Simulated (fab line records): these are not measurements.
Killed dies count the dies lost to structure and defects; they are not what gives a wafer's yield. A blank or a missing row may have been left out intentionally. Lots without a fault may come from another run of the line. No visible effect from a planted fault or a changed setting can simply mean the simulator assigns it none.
fab line records -- flow nand_harc
[record] lots = 6, wafers = 18, last_day = 25
route steps=1159 shown A_ONON_D1@432 END@1159
lots untouched by any fault: they come from a run of this same line in which no faults occurred
start_h: hours from the record's opening day to when the first of the lot's shown wafers began -- wait_h: how many hours have passed since the lot's step before this one -- " identical to the entry in the row above -- L1.1+2: a row that stands for several wafers -- - no value, or no start was given -- * or withheld: withheld -- < > ~ a bound
route shown NAME@n: a module of which the file shows steps, and the number in the route of the first -- usual: mean/standard deviation taken from wafers without a fault -- same: alike in all rows -- chamber/n: place in a boat -- sites: per-site readings -- _std_site: how widely they spread, as a standard deviation -- _edge_site: outer sites' mean less inner sites' -- radius_mm: how far each site lies from the wafer's centre -- mask NAME#n: copy n -- behind: tool/chamber where the wafer was last shaped -- hold: why the lot was held/for how many hours/how that ended -- device: whichever transistor did not switch (one of n, p or np) -- end of line: tests run on the same wafers once the route is complete -- a step given without rows: its recipe and nothing more -- killed: not the wafer's yield, but the dies lost to structure and defects at the first sort -- map: dies across one wafer; x = killed, . = not, _ = none there
set.NAME: the setting as run; set.NAME@STEP: as run at that earlier step -- model.NAME: the simulator's own value behind a step, which no gauge read
lots seen at some steps along the route; tables by step, rows by wafer
services: a tool's chamber out of use, with start hour (start_h, from the record's first day; less than 0 if before it), hours out, and reason
[[steps]]
[step NHARC_A_ONON_D1_DEP_12]
[recipe] target_thk_a = 10000, n2_flow_sccm = 2750, n2o_flow_sccm = 2000, nh3_flow_sccm = 500, sih4_flow_sccm = 210, temp_c = 400
[step NHARC_A_ONON_D1_THK_MEAS_14]
[recipe] thk_meas_gauge = ellipsometry
[usual] thk_nm = 1002/10
lot.wafer,tool,chamber,start_h,wait_h,thk_nm
L538.1,film_metro-02,-,159.54,-,1014
L538.5,film_metro-02,-,159.54,-,1011
L538.6,film_metro-02,-,159.54,-,1012
L542.1,film_metro-02,-,183.98,-,976
L542.3,film_metro-02,-,183.98,-,977
L542.4,film_metro-02,-,183.98,-,977
L546.3,film_metro-01,-,205.79,-,988
L546.4,film_metro-01,-,205.79,-,990
L546.5,film_metro-01,-,205.79,-,991
L550.1,film_metro-01,-,252.06,-,1008
L550.2,film_metro-01,-,252.06,-,1008
L550.5,film_metro-01,-,252.06,-,1005
L552.1,film_metro-02,-,257.33,-,1007
L552.3,film_metro-02,-,257.33,-,1007
L552.4,film_metro-02,-,257.33,-,1006
L557.1,film_metro-02,-,273.15,-,1001
L557.3,film_metro-02,-,273.15,-,1002
L557.6,film_metro-02,-,273.15,-,1001
[step NHARC_A_ONON_D1_ANNEAL_15]
[recipe] temp_c = 750, time_s = 3600
[step NHARC_A_ONON_D1_DEP_16]
[recipe] target_thk_a = 10000, n2_flow_sccm = 2750, n2o_flow_sccm = 2000, nh3_flow_sccm = 500, sih4_flow_sccm = 210, temp_c = 400
[step NHARC_A_ONON_D1_THK_MEAS_18]
[recipe] thk_meas_gauge = ellipsometry
[usual] thk_nm = 1000/10
lot.wafer,tool,chamber,start_h,wait_h,thk_nm
L538.1,film_metro-01,-,169.02,-,987
L538.5,film_metro-01,-,169.02,-,988
L538.6,film_metro-01,-,169.02,-,987
L542.1,film_metro-01,-,192.69,-,982
L542.3,film_metro-01,-,192.69,-,984
L542.4,film_metro-01,-,192.69,-,981
L546.3,film_metro-01,-,213.85,-,1007
L546.4,film_metro-01,-,213.85,-,1009
L546.5,film_metro-01,-,213.85,-,1008
L550.1,film_metro-01,-,259.15,-,989
L550.2,film_metro-01,-,259.15,-,990
L550.5,film_metro-01,-,259.15,-,988
L552.1,film_metro-01,-,264.42,-,998
L552.3,film_metro-01,-,264.42,-,998
L552.4,film_metro-01,-,264.42,-,997
L557.1,film_metro-02,-,281.47,-,989
L557.3,film_metro-02,-,281.47,-,988
L557.6,film_metro-02,-,281.47,-,990
[step NHARC_A_ONON_D1_DEP_19]
[recipe] target_thk_a = 10000, n2_flow_sccm = 2750, n2o_flow_sccm = 2000, nh3_flow_sccm = 500, sih4_flow_sccm = 210, temp_c = 400
[step NHARC_A_ONON_D1_THK_MEAS_21]
[recipe] thk_meas_gauge = ellipsometry
[usual] thk_nm = 998/8.2
lot.wafer,tool,chamber,start_h,wait_h,thk_nm
L538.1,film_metro-02,-,169.58,-,993
L538.5,film_metro-02,-,169.58,-,994
L538.6,film_metro-02,-,169.58,-,994
L542.1,film_metro-01,-,193.26,-,1014
L542.3,film_metro-01,-,193.26,-,1017
L542.4,film_metro-01,-,193.26,-,1016
L546.3,film_metro-01,-,214.41,-,996
L546.4,film_metro-01,-,214.41,-,995
L546.5,film_metro-01,-,214.41,-,995
L550.1,film_metro-01,-,259.72,-,1010
L550.2,film_metro-01,-,259.72,-,1007
L550.5,film_metro-01,-,259.72,-,1007
L552.1,film_metro-02,-,264.99,-,992
L552.3,film_metro-02,-,264.99,-,989
L552.4,film_metro-02,-,264.99,-,989
L557.1,film_metro-01,-,282.04,-,1002
L557.3,film_metro-01,-,282.04,-,1002
L557.6,film_metro-01,-,282.04,-,1001
[step NHARC_A_ONON_D1_DEP_22]
[recipe] target_thk_a = 10000, n2_flow_sccm = 2750, n2o_flow_sccm = 2000, nh3_flow_sccm = 500, sih4_flow_sccm = 210, temp_c = 400
[step NHARC_A_ONON_D1_THK_MEAS_24]
[recipe] thk_meas_gauge = ellipsometry
[usual] thk_nm = 1003/8.8
lot.wafer,tool,chamber,start_h,wait_h,thk_nm
L538.1,film_metro-02,-,170.15,-,991
L538.5,film_metro-02,-,170.15,-,993
L538.6,film_metro-02,-,170.15,-,992
L542.1,film_metro-02,-,193.83,-,1016
L542.3,film_metro-02,-,193.83,-,1017
L542.4,film_metro-02,-,193.83,-,1013
L546.3,film_metro-01,-,214.97,-,991
L546.4,film_metro-01,-,214.97,-,991
L546.5,film_metro-01,-,214.97,-,992
L550.1,film_metro-01,-,260.31,-,1010
L550.2,film_metro-01,-,260.31,-,1011
L550.5,film_metro-01,-,260.31,-,1010
L552.1,film_metro-02,-,265.56,-,1002
L552.3,film_metro-02,-,265.56,-,1003
L552.4,film_metro-02,-,265.56,-,1002
L557.1,film_metro-02,-,282.60,-,1004
L557.3,film_metro-02,-,282.60,-,1003
L557.6,film_metro-02,-,282.60,-,1005
[step NHARC_A_ONON_D1_DEP_25]
[recipe] target_thk_a = 10000, n2_flow_sccm = 2750, n2o_flow_sccm = 2000, nh3_flow_sccm = 500, sih4_flow_sccm = 210, temp_c = 400
[step NHARC_A_ONON_D1_THK_MEAS_27]
[recipe] thk_meas_gauge = ellipsometry
[usual] thk_nm = 999/8.8
lot.wafer,tool,chamber,start_h,wait_h,thk_nm
L538.1,film_metro-01,-,170.72,-,1016
L538.5,film_metro-01,-,170.72,-,1016
L538.6,film_metro-01,-,170.72,-,1016
L542.1,film_metro-02,-,194.40,-,995
L542.3,film_metro-02,-,194.40,-,992
L542.4,film_metro-02,-,194.40,-,996
L546.3,film_metro-01,-,215.55,-,1008
L546.4,film_metro-01,-,215.55,-,1009
L546.5,film_metro-01,-,215.55,-,1009
L550.1,film_metro-01,-,260.88,-,1003
L550.2,film_metro-01,-,260.88,-,1002
L550.5,film_metro-01,-,260.88,-,1002
L552.1,film_metro-02,-,266.13,-,997
L552.3,film_metro-02,-,266.13,-,998
L552.4,film_metro-02,-,266.13,-,997
L557.1,film_metro-01,-,283.17,-,1005
L557.3,film_metro-01,-,283.17,-,1003
L557.6,film_metro-01,-,283.17,-,1004
[step NHARC_A_ONON_D1_DEP_28]
[recipe] target_thk_a = 10000, n2_flow_sccm = 2750, n2o_flow_sccm = 2000, nh3_flow_sccm = 500, sih4_flow_sccm = 210, temp_c = 400
lot.wafer,tool,chamber,start_h,wait_h
L538.1+5+6,pecvd_onon-02,0,170.78,0.1
L542.1+3+4,pecvd_onon-02,0,194.45,0.1
L546.3+4+5,pecvd_onon-02,0,215.72,0.2
L550.1+2+5,pecvd_onon-03,0,260.94,0.1
L552.1+3+4,pecvd_onon-04,0,266.19,0.1
L557.1+3+6,pecvd_onon-03,0,283.23,0.1
[step NHARC_A_ONON_D1_THK_MEAS_30]
[recipe] thk_meas_gauge = ellipsometry
[usual] thk_nm = 1002/11
lot.wafer,tool,chamber,start_h,wait_h,thk_nm
L538.1,film_metro-02,-,171.29,-,997
L538.5,film_metro-02,-,171.29,-,999
L538.6,film_metro-02,-,171.29,-,998
L542.1,film_metro-01,-,194.97,-,1006
L542.3,film_metro-01,-,194.97,-,952
L542.4,film_metro-01,-,194.97,-,1007
L546.3,film_metro-02,-,216.11,-,935
L546.4,film_metro-02,-,216.11,-,989
L546.5,film_metro-02,-,216.11,-,990
L550.1,film_metro-02,-,261.45,-,1013
L550.2,film_metro-02,-,261.45,-,1015
L550.5,film_metro-02,-,261.45,-,1014
L552.1,film_metro-02,-,266.70,-,988
L552.3,film_metro-02,-,266.70,-,988
L552.4,film_metro-02,-,266.70,-,986
L557.1,film_metro-01,-,283.74,-,993
L557.3,film_metro-01,-,283.74,-,994
L557.6,film_metro-01,-,283.74,-,996
[step NHARC_A_ONON_D1_DEP_33]
[recipe] target_thk_a = 2000, temp_c = 400, pressure_torr = 6.5, rf_w = 900, teos_flow_sccm = 161.4, flow_sccm = 2650, target_thk_nm = 200, gas = O2, material = SiO2
[usual] heater_power_w = 528/110, throttle_valve_pct = 16.1/0.51
lot.wafer,tool,chamber,start_h,wait_h,heater_power_w,throttle_valve_pct
L538.1,pecvd-01,0,171.43,0.1,401,16.8
L538.5,pecvd-01,2,171.43,0.1,515,16.1
L538.6,pecvd-01,0,171.43,0.1,424,17.2
L542.1,pecvd-02,1,195.27,0.3,432,15.6
L542.3,pecvd-02,2,195.27,0.3,759,15.7
L542.4,pecvd-02,0,195.27,0.3,444,15.9
L546.3,pecvd-02,0,216.17,0.1,463,15.6
L546.4,pecvd-02,0,216.17,0.1,477,15.7
L546.5,pecvd-02,1,216.17,0.1,436,15.8
L550.1,pecvd-01,1,261.50,0.1,494,15.6
L550.2,pecvd-01,0,261.50,0.1,516,16.4
L550.5,pecvd-01,1,261.50,0.1,486,15.7
L552.3,pecvd-02,2,266.80,0.1,751,15.8
L552.1,pecvd-02,0,266.80,0.1,487,15.6
L552.4,pecvd-02,2,266.80,0.1,768,15.5
L557.1,pecvd-02,1,283.84,0.1,481,15.9
L557.3,pecvd-02,2,283.84,0.1,623,15.8
L557.6,pecvd-02,0,283.84,0.1,500,15.7
[step NHARC_END_SORT_01]
[recipe] temp_c = 25
[usual] killed_at_array = 28/11, killed_at_other = 0.7/0.88, killed_at_periphery = 3.1/2.2, killed_dies = 31/12, killed_open = 3.3/2, killed_short = 2.0/1.6
[same] gross_dies = 677
lot.wafer,tool,chamber,start_h,wait_h,killed_at_array,killed_at_other,killed_at_periphery,killed_dies,killed_open,killed_short
L542.3,prober-02,0,468.67,3.1,676,0,1,677,4,1
L546.3,prober-02,0,489.28,3.1,671,2,4,677,7,5
// killed by level:class
L542.3 A_ONON_D1:area_dep=665 A_CONTACT:geometric_particle:open=2 A_M0:geometric_particle:open=2 A_CHANNEL_HOLE_D1:chamber_film_flake=2 A_CONTACT:chamber_film_flake=2 A_SLIT:chamber_film_flake=1 A_CHANNEL_FILL_D1:geometric_particle:short=1 P_ZERO_WELL:chamber_film_flake=1
L546.3 A_ONON_D1:area_dep=637 A_SLIT:chamber_film_flake=15 A_BLC:chamber_film_flake=6 A_STAIRCASE:chamber_film_flake=3 P_M0:geometric_particle:open=2 A_WL_FILL:geometric_particle:open=2 A_M0:geometric_particle:short=2 STARTING-WAFER:geometric_particle:short=2
// map L542.3 (x killed, . not)
____________x____________
_________xxxxxxx_________
_______xxxxxxxxxxx_______
______xxxxxxxxxxxxx______
_____xxxxxxxxxxxxxxx_____
____xxxxxxxxxxxxxxxxx____
____xxxxxxxxxxxxxxxxx____
___xxxxxxxxxxxxxxxxxxx___
___xxxxxxxxxxxxxxxxxxx___
__xxxxxxxxxxxxxxxxxxxxx__
__xxxxxxxxxxxxxxxxxxxxx__
_xxxxxxxxxxxxxxxxxxxxxxx_
_xxxxxxxxxxxxxxxxxxxxxxx_
_xxxxxxxxxxxxxxxxxxxxxxx_
_xxxxxxxxxxxxxxxxxxxxxxx_
_xxxxxxxxxxxxxxxxxxxxxxx_
xxxxxxxxxxxxxxxxxxxxxxxxx
xxxxxxxxxxxxxxxxxxxxxxxxx
xxxxxxxxxxxxxxxxxxxxxxxxx
xxxxxxxxxxxxxxxxxxxxxxxxx
xxxxxxxxxxxxxxxxxxxxxxxxx
_xxxxxxxxxxxxxxxxxxxxxxx_
_xxxxxxxxxxxxxxxxxxxxxxx_
_xxxxxxxxxxxxxxxxxxxxxxx_
_xxxxxxxxxxxxxxxxxxxxxxx_
_xxxxxxxxxxxxxxxxxxxxxxx_
__xxxxxxxxxxxxxxxxxxxxx__
__xxxxxxxxxxxxxxxxxxxxx__
___xxxxxxxxxxxxxxxxxxx___
___xxxxxxxxxxxxxxxxxxx___
____xxxxxxxxxxxxxxxxx____
____xxxxxxxxxxxxxxxxx____
_____xxxxxxxxxxxxxxx_____
______xxxxxxxxxxxxx______
_______xxxxxxxxxxx_______
_________xxxxxxx_________
____________x____________
// map L546.3 (x killed, . not)
____________x____________
_________xxxxxxx_________
_______xxxxxxxxxxx_______
______xxxxxxxxxxxxx______
_____xxxxxxxxxxxxxxx_____
____xxxxxxxxxxxxxxxxx____
____xxxxxxxxxxxxxxxxx____
___xxxxxxxxxxxxxxxxxxx___
___xxxxxxxxxxxxxxxxxxx___
__xxxxxxxxxxxxxxxxxxxxx__
__xxxxxxxxxxxxxxxxxxxxx__
_xxxxxxxxxxxxxxxxxxxxxxx_
_xxxxxxxxxxxxxxxxxxxxxxx_
_xxxxxxxxxxxxxxxxxxxxxxx_
_xxxxxxxxxxxxxxxxxxxxxxx_
_xxxxxxxxxxxxxxxxxxxxxxx_
xxxxxxxxxxxxxxxxxxxxxxxxx
xxxxxxxxxxxxxxxxxxxxxxxxx
xxxxxxxxxxxxxxxxxxxxxxxxx
xxxxxxxxxxxxxxxxxxxxxxxxx
xxxxxxxxxxxxxxxxxxxxxxxxx
_xxxxxxxxxxxxxxxxxxxxxxx_
_xxxxxxxxxxxxxxxxxxxxxxx_
_xxxxxxxxxxxxxxxxxxxxxxx_
_xxxxxxxxxxxxxxxxxxxxxxx_
_xxxxxxxxxxxxxxxxxxxxxxx_
__xxxxxxxxxxxxxxxxxxxxx__
__xxxxxxxxxxxxxxxxxxxxx__
___xxxxxxxxxxxxxxxxxxx___
___xxxxxxxxxxxxxxxxxxx___
____xxxxxxxxxxxxxxxxx____
____xxxxxxxxxxxxxxxxx____
_____xxxxxxxxxxxxxxx_____
______xxxxxxxxxxxxx______
_______xxxxxxxxxxx_______
_________xxxxxxx_________
____________x____________
[[services]]
tool,chamber,start_h,hours,kind
pecvd-02,-,153.02,13.0,pm
pecvd-02,0,153.02,13.0,vent_cycle
pecvd-02,1,153.02,13.0,vent_cycle
pecvd-02,2,153.02,13.0,vent_cycle
pecvd_onon-03,-,153.19,13.0,pm
pecvd-02,0,166.02,-,clean
pecvd-02,1,166.02,-,clean
pecvd-02,2,166.02,-,clean
pecvd-02,2,166.70,16.5,repair
pecvd-01,2,205.87,15.4,repair
pecvd_onon-04,-,237.00,13.0,pm
pecvd-01,-,237.13,13.0,pm
pecvd-01,0,237.13,13.0,vent_cycle
pecvd-01,1,237.13,13.0,vent_cycle
pecvd-01,2,237.13,13.0,vent_cycle
pecvd-01,0,250.13,-,clean
pecvd-01,1,250.13,-,clean
pecvd-01,2,250.13,-,clean
[[key]]
[first_sign] step = NHARC_A_ONON_D1_THK_MEAS_30, reading = thk_nm, direction = down, sigmas = 5.4, usual = 1002, struck = 943
[effect] step = NHARC_END_SORT_01, reading = killed_at_array, direction = up, sigmas = 57, usual = 28, struck = 674
[more_kills_born_at] NHARC_A_ONON_D1_DEP_28@pecvd_onon-02 = 1302
met_at NHARC_A_ONON_D1_DEP_28
struck_wafers L542.3,L546.3
later_rows_left_out L542.3,L546.3
tester_left_out L542,L546
onset_between 170.78 194.45
[fault] kind = process_parameter_drift, tool = pecvd_onon-02, chamber = -, onset_h = 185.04, steps = NHARC_A_ONON_D1_DEP_28, channel = target_thk_a, offset = *, shape = step, end_h = 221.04, scope = struck_wafers_only, acts_in = *, stated = *
// tester_left_out: of these lots the tester's yield and bins aren't shown, on N5 and GAA mostly nor the transistor test; their killed dies are dies lost to structure and defects alone, not to doping, threshold or leakage, so they don't give the yield
// later_rows_left_out: the simulator's readings of these wafers behind a module that went badly wrong aren't trusted and aren't shown, but for the sort
